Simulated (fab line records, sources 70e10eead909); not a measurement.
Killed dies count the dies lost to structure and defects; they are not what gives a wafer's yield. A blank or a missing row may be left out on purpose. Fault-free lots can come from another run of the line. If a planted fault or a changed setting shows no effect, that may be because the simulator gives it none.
Problem report in the 8D (eight disciplines) form, filled by code :: flow nand_harc :: the parts of the form that need people (team, actions taken, sign-off) are left out

## 1. PROBLEM STATEMENT
thk_nm at NHARC_A_ONON_D1_THK_MEAS_08 reads a mean of 714 nm on 2 wafers of 2 lots; wafers without a fault read 1001 nm with a standard deviation of 8.6. That is -33 standard deviations from the usual mean.
The step: measures by ellipsometry.
First seen on wafer L141.6, day 10 22:36, on film_metro-01. The record holds 37 wafers of 13 lots with a number at this step. Rule for "out" (also "out of limits"): further than 4 standard deviations from the usual mean. The other wafers with a number count as sound.

## 2. WHAT THIS IS AND IS NOT
question: which readings at this step
is: thk_nm
is not: -

question: which lots
is: L139, L141
is not: L128, L130, L131, L133, L134, L135, L138, L142, L148, L149, L151

question: which wafers of those lots
is: L139.6, L141.6
is not: L139.5, L141.5

question: read on which gauges
is: film_metro-01, film_metro-02
is not: -

question: when
is: from day 10 22:36
is not: up to then (22 sound wafers); but 13 sound wafers of L139, L142, L148, L149, L151 came after

## 3. SUSPECTS, AND WHAT RULES EACH OUT
Counting: any tool at a process step up to the reading remains a suspect provided it ran every lot that is out. Sound lots after the first of them don't rule it out here, since some wafers of a struck lot are sound.
- ruled out: the gauge at NHARC_A_ONON_D1_THK_MEAS_08. 2 gauges (film_metro-01, film_metro-02) read the wafers that are out.
- pecvd_onon-02 at NHARC_A_ONON_D1_DEP_06 (target thk 1000 nm): kept. It processed each lot that is out (first: L141, day 10 22:19); up to then, its last sound lot is L135 (day 9 03:24).
The count leaves pecvd_onon-02 at NHARC_A_ONON_D1_DEP_06.

## 4. THE CAUSE (what the simulator had put in)
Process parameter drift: pecvd_onon-02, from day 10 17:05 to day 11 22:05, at NHARC_A_ONON_D1_DEP_06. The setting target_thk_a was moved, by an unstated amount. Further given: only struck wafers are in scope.
After counting, this tool was the only one left.

## 5. THE CHAIN OF EFFECTS, in route order
One row per reading whose mean, taken over the struck wafers that have a number, lies over 3 standard deviations from the usual. Readings are gone through only where the record gives a usual standard deviation; hours: the median, over the lots, of the time from a lot's start at the first step in this table giving one to that lot's start at this step; sigmas: the change measured in usual standard deviations.
hours: 0
step: NHARC_A_ONON_D1_THK_MEAS_08
reading: thk_nm
usual: 1001 nm
on struck wafers: 714
change: -288
sigmas: -33

hours: 306
step: NHARC_END_SORT_01
reading: killed_at_array
usual: 25
on struck wafers: 676
change: +651
sigmas: +66

hours: 306
step: NHARC_END_SORT_01
reading: killed_dies
usual: 29
on struck wafers: 677
change: +648
sigmas: +65

## 6. WHAT WOULD HAVE CAUGHT IT SOONER
The first out-of-limits reading at a measuring or inspecting step in this record came at day 10 22:36, 6 hours after the fault's start at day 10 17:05.
Lots out: 2; of these, L139 started NHARC_A_ONON_D1_DEP_06 on pecvd_onon-02 after day 10 22:36. Putting the tool on hold at that point would have spared it.
